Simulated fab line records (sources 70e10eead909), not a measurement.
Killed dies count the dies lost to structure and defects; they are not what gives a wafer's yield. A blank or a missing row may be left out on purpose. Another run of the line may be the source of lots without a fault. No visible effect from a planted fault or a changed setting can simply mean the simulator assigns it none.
Chamber matching | flow nand harc | 4 sister chambers for NHARC_A_STAIRCASE_CMP_152 on cmp-02
The step polishes. 8 wafers are shown with their chamber, then 7 later ones without.

## WAFERS WITH THEIR CHAMBER
wafer  | chamber | motor current A (A)
L079.3 | 2       | 10.4
L079.5 | 0       | 13.5
L083.4 | 2       | 10.5
L087.1 | 0       | 14.0
L087.2 | 3       | 11.2
L087.3 | 1       | 11.4
L093.2 | 3       | 10.2
L093.3 | 1       | 11.9

## WAFERS MISSING THEIR CHAMBER
wafer  | motor current A (A)
L093.5 | 11.0
L094.3 | 13.4
L094.4 | 10.5
L094.6 | 10.6
L097.3 | 10.3
L097.4 | 10.6
L097.6 | 13.1

## THE CHAMBER EACH PASSED THROUGH
wafer  | from the rows above          | in truth
L093.5 | can't be placed: 3 or 2 or 1 | 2
L094.3 | 0                            | 0
L094.4 | can't be placed: 2 or 3      | 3
L094.6 | can't be placed: 3 or 2      | 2
L097.3 | can't be placed: 2 or 3      | 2
L097.4 | can't be placed: 3 or 2      | 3
L097.6 | can't be placed: 0 or 1      | 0
1 of 7 placed correctly. Not placeable from these rows: 6 (in 6, the candidates include the true chamber). Placed wrongly: 0.
How it was worked out, from the rows above alone: a wafer's distance from a chamber is the root of the sum, over the readings, of the square of ((its reading less the chamber's mean) divided by the reading's scatter). The wafer belongs to the nearest chamber; if the next one is less than 2 further off, it can't be placed. The mean given for a chamber averages the wafers shown for that chamber. How the scatter is found: for the shown wafers, subtract from each reading the mean of its chamber, square and add these, divide the total by (wafers less chambers), then take the root.
